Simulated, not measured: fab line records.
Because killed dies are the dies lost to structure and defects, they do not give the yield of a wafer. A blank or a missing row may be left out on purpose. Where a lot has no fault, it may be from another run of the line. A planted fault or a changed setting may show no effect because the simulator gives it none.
fab line records	flow nand-harc	part 1 of 2: steps 1 to 20 of 29
record: lots: 5	wafers: 15	last-day: 33
route steps=1302 shown A_CONTACT@988
lots that met no fault: taken from a fault-free run of the same line
start-h: start of the lot's first displayed wafer, in hours after the record's first day	wait-h: how many hours have passed since the lot's step before this one	" repeats the value in the row above	L1.1+2: a row that stands for several wafers	- value missing, or start not given	* or withheld: withheld	< > ~ a bound
route shown NAME@n: a module of which the file shows steps, and the number in the route of the first	usual: average and standard deviation across the fault-free wafers	same: alike in all rows	chamber/n: place in a boat	sites: the reading at each site	_std_site: their standard deviation	_edge_site: inner sites' mean taken away from outer sites' mean	radius-mm: how far each site lies from the wafer's centre	mask NAME#n: copy n	behind: the last tool/chamber to shape the wafer	hold: why the lot went on hold/how many hours it stayed there/how the hold came to an end	device: transistor that didn't switch, given as n, p or np	end of line: tests of these same wafers at the route's end	for a step that has no rows: nothing shown but its recipe	killed: count of dies lost to structure and defects at first sort (not the wafer's yield)	map: a wafer's dies, x killed, . not, _ none there
set.NAME: the run value of the setting; set.NAME@STEP: its run value at that earlier step	model.NAME: the simulator's own value behind a step, which no gauge read
lots at selected steps of the route; one table per step, one row per wafer
services: a tool's chamber out of use, with start hour (start-h, from the record's first day; less than 0 if before it), hours out, and reason
== steps ==
step: NHARC_A_CONTACT_HMDS_33
recipe: time-s: 30
usual: resist-line-temp-C: 23.01/0.1
lot.wafer	tool	chamber	start-h	wait-h	resist-line-temp-C
L079.1	litho-track-01	0	-	-	22.88
L079.2	"	0	"	"	23.06
L079.5	"	0	"	"	22.98
L081.1	litho-track-04	0	-	-	23.02
L081.4	"	0	"	"	23.04
L081.5	"	0	"	"	23.04
L085.2	litho-track-06	0	-	-	23.01
L085.5	"	0	"	"	23.09
L085.6	"	0	"	"	22.97
L088.3	litho-track-06	0	-	-	23.03
L088.4	"	0	"	"	22.91
L088.5	"	0	"	"	23.06
L097.3	litho-track-04	0	-	-	23.02
L097.4	"	0	"	"	22.96
L097.6	"	0	"	"	23.02
step: NHARC_A_CONTACT_COAT_34
recipe: temp-c: 260	time-s: 75
usual: heater-power-total-W: 486.7/1.5	resist-line-temp-C: 23.02/0.1
lot.wafer	tool	chamber	start-h	wait-h	heater-power-total-W	resist-line-temp-C
L079.1	litho-track-01	0	-	-	489.3	23.08
L079.2	"	0	"	"	487.2	23.11
L079.5	"	0	"	"	486.1	23.08
L081.1	litho-track-04	0	-	-	486.3	22.89
L081.4	"	0	"	"	488.1	23.00
L081.5	"	0	"	"	488.1	22.97
L085.2	litho-track-06	0	-	-	484.9	23.04
L085.5	"	0	"	"	488.3	22.97
L085.6	"	0	"	"	487.2	22.91
L088.3	litho-track-06	0	-	-	484.6	23.13
L088.4	"	0	"	"	486.6	23.08
L088.5	"	0	"	"	488.4	23.15
L097.3	litho-track-04	0	-	-	486.7	22.99
L097.4	"	0	"	"	485.6	23.07
L097.6	"	0	"	"	487.1	23.02
step: NHARC_A_CONTACT_COAT_35
recipe: temp-c: 225	time-s: 65
usual: heater-power-total-W: 446.7/2	resist-line-temp-C: 23.00/0.095
lot.wafer	tool	chamber	start-h	wait-h	heater-power-total-W	resist-line-temp-C
L079.1	litho-track-01	0	-	-	448.3	23.04
L079.2	"	0	"	"	449.5	23.01
L079.5	"	0	"	"	444.4	23.07
L081.1	litho-track-04	0	-	-	445.2	23.05
L081.4	"	0	"	"	447.6	23.05
L081.5	"	0	"	"	446.4	22.93
L085.2	litho-track-06	0	-	-	447.9	22.94
L085.5	"	0	"	"	443.9	22.98
L085.6	"	0	"	"	447.0	22.94
L088.3	litho-track-06	0	-	-	444.2	23.05
L088.4	"	0	"	"	444.9	22.92
L088.5	"	0	"	"	448.7	23.01
L097.3	litho-track-04	0	-	-	447.1	23.21
L097.4	"	0	"	"	444.0	23.23
L097.6	"	0	"	"	444.0	23.07
step: NHARC_A_CONTACT_COAT_36
recipe: spin-rpm: 1500	resist-thk-nm: 90
usual: resist-line-temp-C: 23.04/0.11
lot.wafer	tool	chamber	start-h	wait-h	resist-line-temp-C
L079.1	litho-track-01	0	-	-	22.99
L079.2	"	0	"	"	22.91
L079.5	"	0	"	"	22.95
L081.1	litho-track-04	0	-	-	22.87
L081.4	"	0	"	"	22.89
L081.5	"	0	"	"	22.99
L085.2	litho-track-06	0	-	-	23.01
L085.5	"	0	"	"	22.93
L085.6	"	0	"	"	23.10
L088.3	litho-track-06	0	-	-	23.03
L088.4	"	0	"	"	23.00
L088.5	"	0	"	"	22.95
L097.3	litho-track-04	0	-	-	22.94
L097.4	"	0	"	"	23.19
L097.6	"	0	"	"	22.97
step: NHARC_A_CONTACT_SOFTBAKE_37
recipe: temp-c: 105	time-s: 55
usual: heater-power-total-W: 188.46/0.14	resist-line-temp-C: 22.98/0.099
lot.wafer	tool	chamber	start-h	wait-h	heater-power-total-W	resist-line-temp-C
L079.1	litho-track-01	0	-	-	188.79	22.79
L079.2	"	0	"	"	188.77	23.03
L079.5	"	0	"	"	188.56	22.92
L081.1	litho-track-04	0	-	-	188.28	22.98
L081.4	"	0	"	"	188.38	22.87
L081.5	"	0	"	"	188.49	23.01
L085.2	litho-track-06	0	-	-	188.31	22.88
L085.5	"	0	"	"	188.38	22.89
L085.6	"	0	"	"	188.41	23.01
L088.3	litho-track-06	0	-	-	188.65	22.94
L088.4	"	0	"	"	188.66	22.93
L088.5	"	0	"	"	188.48	22.96
L097.3	litho-track-04	0	-	-	188.37	22.97
L097.4	"	0	"	"	188.34	22.96
L097.6	"	0	"	"	188.47	23.05
step: NHARC_A_CONTACT_EBR_38
usual: resist-line-temp-C: 23.01/0.11
lot.wafer	tool	chamber	start-h	wait-h	resist-line-temp-C
L079.1	litho-track-01	0	-	-	23.04
L079.2	"	0	"	"	22.98
L079.5	"	0	"	"	23.00
L081.1	litho-track-04	0	-	-	22.79
L081.4	"	0	"	"	22.86
L081.5	"	0	"	"	23.15
L085.2	litho-track-06	0	-	-	22.98
L085.5	"	0	"	"	22.90
L085.6	"	0	"	"	22.89
L088.3	litho-track-06	0	-	-	23.01
L088.4	"	0	"	"	22.89
L088.5	"	0	"	"	22.98
L097.3	litho-track-04	0	-	-	23.09
L097.4	"	0	"	"	22.88
L097.6	"	0	"	"	22.95
step: NHARC_A_CONTACT_EXPOSE_39
recipe: na: 1.35	sigma-outer: 0.8	dose-mj: 58.79	mask-id: A_CC_3
lot.wafer	tool	chamber	start-h	wait-h	mask
L079.1+2+5	arfi-scanner-02	0	552.16	-	A_CC_3#0
L081.1+4+5	arfi-scanner-02	0	570.54	-	A_CC_3#0
L085.2+5+6	arfi-scanner-03	0	597.63	-	A_CC_3#0
L088.3+4+5	arfi-scanner-01	0	631.98	-	A_CC_3#0
L097.3+4+6	arfi-scanner-01	0	720.26	-	A_CC_3#0
step: NHARC_A_CONTACT_PEB_40
recipe: peb-temp-c: 100	peb-time-s: 65
usual: heater-power-total-W: 156.6/0.41	resist-line-temp-C: 22.98/0.1
lot.wafer	tool	chamber	start-h	wait-h	heater-power-total-W	resist-line-temp-C
L079.1	litho-track-01	0	552.22	0.1	157.0	22.84
L079.2	"	0	"	"	156.7	22.92
L079.5	"	0	"	"	156.2	23.01
L081.1	litho-track-01	0	570.60	0.1	156.0	22.86
L081.4	"	0	"	"	155.9	22.74
L081.5	"	0	"	"	156.0	22.93
L085.2	litho-track-01	0	597.69	0.1	156.5	22.90
L085.5	"	0	"	"	156.3	23.05
L085.6	"	0	"	"	157.1	22.99
L088.3	litho-track-01	0	632.03	0.0	157.0	23.03
L088.4	"	0	"	"	157.0	22.95
L088.5	"	0	"	"	156.7	23.07
L097.3	litho-track-04	0	720.32	0.0	156.5	22.98
L097.4	"	0	"	"	157.1	23.13
L097.6	"	0	"	"	156.1	22.98
step: NHARC_A_CONTACT_DEVELOP_41
recipe: develop-time-s: 35	dev-temp-c: 23
usual: resist-line-temp-C: 23.00/0.11
lot.wafer	tool	chamber	start-h	wait-h	resist-line-temp-C
L079.1	litho-track-01	0	-	-	22.93
L079.2	"	0	"	"	22.94
L079.5	"	0	"	"	22.91
L081.1	litho-track-01	0	-	-	22.98
L081.4	"	0	"	"	22.83
L081.5	"	0	"	"	22.90
L085.2	litho-track-01	0	-	-	23.11
L085.5	"	0	"	"	23.09
L085.6	"	0	"	"	23.31
L088.3	litho-track-01	0	-	-	23.04
L088.4	"	0	"	"	22.76
L088.5	"	0	"	"	23.05
L097.3	litho-track-04	0	-	-	22.98
L097.4	"	0	"	"	23.04
L097.6	"	0	"	"	22.88
step: NHARC_A_CONTACT_CD_MEAS_42
recipe: target-cd-nm: 300	landing-energy-ev: 500
usual: cd-nm: 300.0/0.62
lot.wafer	tool	chamber	start-h	wait-h	cd-nm
L079.1	cd-sem-03	0	552.30	-	300.0
L079.2	"	0	"	"	299.9
L079.5	"	0	"	"	299.8
L081.1	cd-sem-01	0	570.68	-	299.1
L081.4	"	0	"	"	299.0
L081.5	"	0	"	"	299.6
L085.2	cd-sem-02	0	597.77	-	299.9
L085.5	"	0	"	"	299.8
L085.6	"	0	"	"	298.6
L088.3	cd-sem-02	0	632.11	-	299.2
L088.4	"	0	"	"	300.8
L088.5	"	0	"	"	300.3
L097.3	cd-sem-02	0	720.40	-	299.9
L097.4	"	0	"	"	299.1
L097.6	"	0	"	"	299.7
step: NHARC_A_CONTACT_OVL_MEAS_43
usual: overlay-x-nm: -0.1/0.78	overlay-y-nm: -0.2/0.9
lot.wafer	tool	chamber	start-h	wait-h	overlay-x-nm	overlay-y-nm
L079.1	overlay-02	-	552.39	-	1.4	1.1
L079.2	"	-	"	"	1.2	1.3
L079.5	"	-	"	"	1.4	0.5
L081.1	overlay-01	-	570.77	-	-0.6	-0.5
L081.4	"	-	"	"	-0.4	-0.3
L081.5	"	-	"	"	-0.4	-0.5
L085.2	overlay-01	-	597.86	-	-1.0	-0.3
L085.5	"	-	"	"	-1.5	-0.5
L085.6	"	-	"	"	-0.9	-0.5
L088.3	overlay-02	-	632.20	-	0.2	-0.2
L088.4	"	-	"	"	-0.7	0.1
L088.5	"	-	"	"	-0.6	0.7
L097.3	overlay-02	-	720.48	-	0.0	0.5
L097.4	"	-	"	"	-0.1	-0.1
L097.6	"	-	"	"	0.1	-0.1
step: NHARC_A_CONTACT_INSPECT_44
usual: raw-defect-count: 71/40
lot.wafer	tool	chamber	start-h	wait-h	raw-defect-count
L079.1	defect-inspect-02	-	552.43	0.0	117
L079.2	"	-	"	"	115
L079.5	"	-	"	"	116
L081.1	defect-inspect-02	-	570.80	0.0	69
L081.4	"	-	"	"	69
L081.5	"	-	"	"	68
L085.2	defect-inspect-01	-	597.89	0.0	24
L085.5	"	-	"	"	32
L085.6	"	-	"	"	29
L088.3	defect-inspect-01	-	632.24	0.0	68
L088.4	"	-	"	"	65
L088.5	"	-	"	"	63
L097.3	defect-inspect-02	-	720.52	0.0	43
L097.4	"	-	"	"	65
L097.6	"	-	"	"	82
step: NHARC_A_CONTACT_DESCUM_47
recipe: time-s: 3	o2-flow-sccm: 200	ar-flow-sccm: 0	bias-power-w: 0	chemistry: O2
usual: drypump-motor-current-A: 5.8/0.47	o2-flow-sccm: 200.0/0.61	oes-product-au: 1.001/0.011	rf-vpp-V: 57.8/0.95	showerhead-plenum-p-Torr: 1.90/0.08	throttle-valve-pct: 11.311/0.0085
lot.wafer	tool	chamber	start-h	wait-h	drypump-motor-current-A	o2-flow-sccm	oes-product-au	rf-hours-counter-h	rf-vpp-V	showerhead-plenum-p-Torr	throttle-valve-pct
L079.2	rie-diel-02	3	552.50	0.1	4.7	200.3	1.005	53	58.4	1.91	11.319
L079.1	"	1	"	"	6.4	200.8	0.995	51	56.7	2.06	11.319
L079.5	"	2	"	"	5.4	200.0	1.001	-	57.5	1.90	11.303
L081.1	rie-diel-08	2	570.86	0.1	6.1	199.5	1.008	1	56.5	1.79	11.325
L081.5	"	2	"	"	6.2	199.7	1.008	-	57.6	1.79	11.315
L081.4	"	3	"	"	5.7	199.3	1.005	-	58.3	1.94	11.317
L085.2	rie-diel-13	0	597.96	0.1	6.0	198.8	1.013	22	58.2	1.83	11.318
L085.5	"	3	"	"	5.4	200.2	1.013	-	59.0	2.07	11.314
L085.6	"	0	"	"	6.1	199.3	1.025	-	56.8	1.83	11.305
L088.4	rie-diel-08	3	632.30	0.1	5.7	199.7	1.000	12	57.8	1.94	11.299
L088.3	"	1	"	"	6.0	201.0	0.997	10	57.7	1.86	11.324
L088.5	"	2	"	"	6.1	199.3	1.012	-	58.4	1.79	11.302
L097.3	rie-diel-08	3	720.59	0.1	5.7	200.3	0.993	23	59.5	1.94	11.313
L097.4	"	0	"	"	6.3	198.6	1.002	23	59.1	1.86	11.318
L097.6	"	3	"	"	5.7	200.5	0.998	-	57.4	1.93	11.315
step: NHARC_A_CONTACT_ETCH_48
recipe: target-depth-a: 390	over-etch-frac: 0.3	time-s: 65	ion-energy-ev: 80	cf4-flow-sccm: 150	ar-flow-sccm: 0	rf-w: 300	bias-w: 100	chemistry: CF4
usual: drypump-motor-current-A: 5.8/0.47	oes-product-au: 1.001/0.011	rf-vpp-V: 151.0/1.1	showerhead-plenum-p-Torr: 1.75/0.067	throttle-valve-pct: 13.283/0.0088
lot.wafer	tool	chamber	start-h	wait-h	drypump-motor-current-A	oes-product-au	rf-hours-counter-h	rf-vpp-V	showerhead-plenum-p-Torr	throttle-valve-pct
L079.1	rie-diel-02	3	552.58	0.1	4.7	0.995	53	150.3	1.77	13.285
L079.2	"	2	"	"	5.4	1.005	47	151.4	1.76	13.293
L079.5	"	0	"	"	5.2	0.998	-	153.2	1.81	13.297
L081.1	rie-diel-08	0	570.97	0.1	6.3	0.995	2	148.8	1.73	13.278
L081.5	"	0	"	"	6.3	0.992	-	152.2	1.73	13.287
L081.4	"	2	"	"	6.1	1.019	-	149.9	1.66	13.278
L085.2	rie-diel-13	1	598.04	0.1	5.9	0.998	22	151.8	1.79	13.286
L085.5	"	1	"	"	5.9	0.993	-	151.0	1.79	13.283
L085.6	"	2	"	"	5.3	0.993	-	148.8	1.67	13.281
L088.4	rie-diel-08	1	632.38	0.1	6.0	0.990	10	151.9	1.72	13.289
L088.3	"	3	"	"	5.7	0.996	12	151.8	1.79	13.270
L088.5	"	2	"	"	6.1	1.007	-	150.3	1.66	13.281
L097.3	rie-diel-08	3	720.67	0.1	5.7	0.993	23	152.4	1.79	13.287
L097.4	"	2	"	"	6.1	1.008	25	149.6	1.66	13.275
L097.6	"	0	"	"	6.3	0.982	-	150.0	1.72	13.275
step: NHARC_A_CONTACT_ETCH_49
recipe: target-depth-a: 2600	over-etch-frac: 0.3	time-s: 475.3	ion-energy-ev: 200	n2-flow-sccm: 150	h2-flow-sccm: 150	ar-flow-sccm: 0	rf-w: 400	bias-w: 150	chemistry: N2/H2
usual: drypump-motor-current-A: 5.8/0.46	h2-flow-sccm: 150.0/0.46	oes-product-au: 1.001/0.0096	rf-vpp-V: 430.1/2.5	showerhead-plenum-p-Torr: 2.03/0.089	throttle-valve-pct: 14.171/0.0093
lot.wafer	tool	chamber	start-h	wait-h	drypump-motor-current-A	h2-flow-sccm	oes-product-au	rf-hours-counter-h	rf-vpp-V	showerhead-plenum-p-Torr	throttle-valve-pct
L079.2	rie-diel-02	0	-	-	5.3	150.3	0.993	47	432.9	2.09	14.164
L079.1	"	2	"	"	5.4	150.5	1.014	47	429.9	2.02	14.190
L079.5	"	0	"	"	5.3	149.8	1.005	-	430.9	2.09	14.167
L081.1	rie-diel-08	3	-	-	5.7	150.7	1.011	2	432.3	2.07	14.169
L081.4	"	3	"	"	5.7	150.4	0.998	-	432.0	2.07	14.180
L081.5	"	0	"	"	6.3	149.9	0.988	-	427.8	1.98	14.181
L085.2	rie-diel-13	1	-	-	5.9	150.2	0.996	22	431.9	2.07	14.173
L085.6	"	1	"	"	5.9	149.9	0.996	-	431.4	2.07	14.181
L085.5	"	2	"	"	5.3	150.2	0.990	-	428.1	1.92	14.164
L088.3	rie-diel-08	0	-	-	6.3	150.2	0.988	12	428.3	1.98	14.164
L088.4	"	1	"	"	6.0	150.4	0.991	10	429.0	1.98	14.166
L088.5	"	2	"	"	6.2	150.4	1.006	-	427.4	1.90	14.167
L097.3	rie-diel-08	2	-	-	6.1	149.8	1.007	25	427.5	1.90	14.178
L097.4	"	0	"	"	6.3	149.4	0.992	23	429.2	1.98	14.169
L097.6	"	3	"	"	5.7	150.2	0.993	-	431.3	2.06	14.178
step: NHARC_A_CONTACT_ETCH_50
recipe: target-depth-a: 1210	time-s: 60.5	cf4-flow-sccm: 100	chf3-flow-sccm: 30	ar-flow-sccm: 0	rf-w: 500	bias-w: 200	chemistry: CF4/CHF3
usual: drypump-motor-current-A: 5.8/0.46	oes-product-au: 0.952/0.022	rf-vpp-V: 370.3/2.2	showerhead-plenum-p-Torr: 1.56/0.063	throttle-valve-pct: 16.803/0.0091
lot.wafer	tool	chamber	start-h	wait-h	drypump-motor-current-A	oes-product-au	rf-hours-counter-h	rf-vpp-V	showerhead-plenum-p-Torr	throttle-valve-pct
L079.1	rie-diel-02	1	-	-	6.4	0.926	52	373.6	1.69	16.800
L079.2	"	0	"	"	5.3	0.927	48	371.4	1.61	16.798
L079.5	"	2	"	"	5.4	0.931	-	369.4	1.56	16.798
L081.1	rie-diel-08	2	-	-	6.1	0.968	2	367.6	1.48	16.798
L081.5	"	0	"	"	6.3	0.952	-	370.5	1.53	16.798
L081.4	"	2	"	"	6.1	0.967	-	367.1	1.48	16.800
L085.2	rie-diel-13	2	-	-	5.3	0.921	23	369.7	1.49	16.799
L085.5	"	3	"	"	5.4	0.947	-	374.3	1.69	16.809
L085.6	"	0	"	"	6.0	0.944	-	367.5	1.51	16.809
L088.3	rie-diel-08	3	-	-	5.7	0.954	12	371.3	1.59	16.812
L088.4	"	0	"	"	6.3	0.955	12	369.0	1.53	16.798
L088.5	"	3	"	"	5.7	0.945	-	371.9	1.59	16.797
L097.4	rie-diel-08	3	-	-	5.7	0.960	23	371.3	1.59	16.813
L097.3	"	0	"	"	6.3	0.976	24	370.6	1.53	16.803
L097.6	"	3	"	"	5.7	0.962	-	371.2	1.59	16.796
step: NHARC_A_CONTACT_ETCH_51
recipe: target-depth-a: 70000	over-etch-frac: 0.3	time-s: 1820	ion-energy-ev: 150	o2-flow-sccm: 400	cos-flow-sccm: 20	ar-flow-sccm: 0	rf-w: 500	bias-w: 300	chemistry: O2/COS
usual: drypump-motor-current-A: 5.8/0.47	o2-flow-sccm: 399.9/1.1	oes-product-au: 1.001/0.011	rf-vpp-V: 313.8/2	showerhead-plenum-p-Torr: 3.10/0.12	throttle-valve-pct: 28.331/0.0098
lot.wafer	tool	chamber	start-h	wait-h	drypump-motor-current-A	o2-flow-sccm	oes-product-au	rf-hours-counter-h	rf-vpp-V	showerhead-plenum-p-Torr	throttle-valve-pct
L079.1	rie-diel-02	2	-	-	5.4	400.0	1.013	48	314.5	3.10	28.312
L079.2	"	0	"	"	5.2	400.8	1.005	48	315.4	3.19	28.335
L079.5	"	2	"	"	5.4	398.5	1.005	-	314.3	3.10	28.353
L081.1	rie-diel-08	0	-	-	6.3	399.4	0.990	3	312.1	3.05	28.331
L081.4	"	3	"	"	5.7	398.9	1.004	-	314.0	3.17	28.333
L081.5	"	0	"	"	6.3	396.7	0.990	-	315.1	3.05	28.326
L085.2	rie-diel-13	1	-	-	5.9	400.5	0.993	22	315.1	3.16	28.345
L085.6	"	3	"	"	5.4	398.6	1.014	-	317.6	3.36	28.323
L085.5	"	0	"	"	6.1	398.7	1.015	-	313.3	2.99	28.335
L088.4	rie-diel-08	1	-	-	6.0	399.4	0.994	11	312.5	3.04	28.319
L088.3	"	3	"	"	5.7	400.9	0.996	13	314.2	3.16	28.341
L088.5	"	1	"	"	6.1	400.3	0.994	-	313.1	3.04	28.330
L097.3	rie-diel-08	2	-	-	6.1	401.0	1.017	26	310.9	2.92	28.330
L097.4	"	3	"	"	5.7	401.0	1.003	23	313.1	3.15	28.323
L097.6	"	1	"	"	6.0	400.6	0.990	-	312.6	3.04	28.326
step: NHARC_A_CONTACT_ETCH_111
recipe: source-w: withheld	pressure-mtorr: 20	bias-v: withheld	time-s: 140	target-depth-a: 7000	ar-flow-sccm: withheld	c4f8-flow-sccm: withheld	o2-flow-sccm: withheld	chemistry: C4F8/O2/Ar
lot.wafer	tool	chamber	start-h	wait-h	rf-hours-counter-h
L079.1	har-cap-etch-02	0	554.31	-	91
L079.2	"	1	"	"	91
L079.5	"	1	"	"	-
L081.1	har-cap-etch-03	1	573.04	-	52
L081.4	"	0	"	"	-
L081.5	"	0	"	"	-
L085.2	har-cap-etch-03	0	599.81	-	59
L085.5	"	1	"	"	-
L085.6	"	0	"	"	-
L088.3	har-cap-etch-02	1	634.20	-	-
L088.4	"	0	"	"	-
L088.5	"	1	"	"	-
L097.4	har-cap-etch-03	0	722.47	-	-
L097.3	"	1	"	"	-
L097.6	"	0	"	"	-
step: NHARC_A_CONTACT_ETCH_112
recipe: source-w: withheld	pressure-mtorr: 20	bias-v: 3000	time-s: 190	target-depth-a: 18500	ar-flow-sccm: withheld	c4f8-flow-sccm: withheld	o2-flow-sccm: withheld	chemistry: C4F8/O2/Ar
lot.wafer	tool	chamber	start-h	wait-h	rf-hours-counter-h
L079.1	har-cap-etch-02	0	554.51	0.2	91
L079.2	"	1	"	"	91
L079.5	"	1	"	"	-
L081.1	har-cap-etch-03	1	573.24	0.2	52
L081.4	"	0	"	"	-
L081.5	"	0	"	"	-
L085.2	har-cap-etch-03	0	600.01	0.2	59
L085.5	"	1	"	"	-
L085.6	"	0	"	"	-
L088.3	har-cap-etch-02	1	634.39	0.2	-
L088.4	"	0	"	"	-
L088.5	"	1	"	"	-
L097.4	har-cap-etch-03	0	722.66	0.2	-
L097.3	"	1	"	"	-
L097.6	"	0	"	"	-
step: NHARC_A_CONTACT_ETCH_113
recipe: source-w: withheld	pressure-mtorr: 20	bias-v: 3000	time-s: 190	target-depth-a: 18500	ar-flow-sccm: withheld	c4f8-flow-sccm: withheld	o2-flow-sccm: withheld	chemistry: C4F8/O2/Ar
lot.wafer	tool	chamber	start-h	wait-h	rf-hours-counter-h
L079.1	har-cap-etch-02	0	554.68	0.1	92
L079.2	"	1	"	"	92
L079.5	"	1	"	"	-
L081.1	har-cap-etch-03	1	573.42	0.1	53
L081.4	"	0	"	"	-
L081.5	"	0	"	"	-
L085.2	har-cap-etch-03	0	600.18	0.1	59
L085.5	"	1	"	"	-
L085.6	"	0	"	"	-
L088.3	har-cap-etch-02	1	634.56	0.1	-
L088.4	"	0	"	"	-
L088.5	"	1	"	"	-
L097.4	har-cap-etch-03	0	722.83	0.1	-
L097.3	"	1	"	"	-
L097.6	"	0	"	"	-
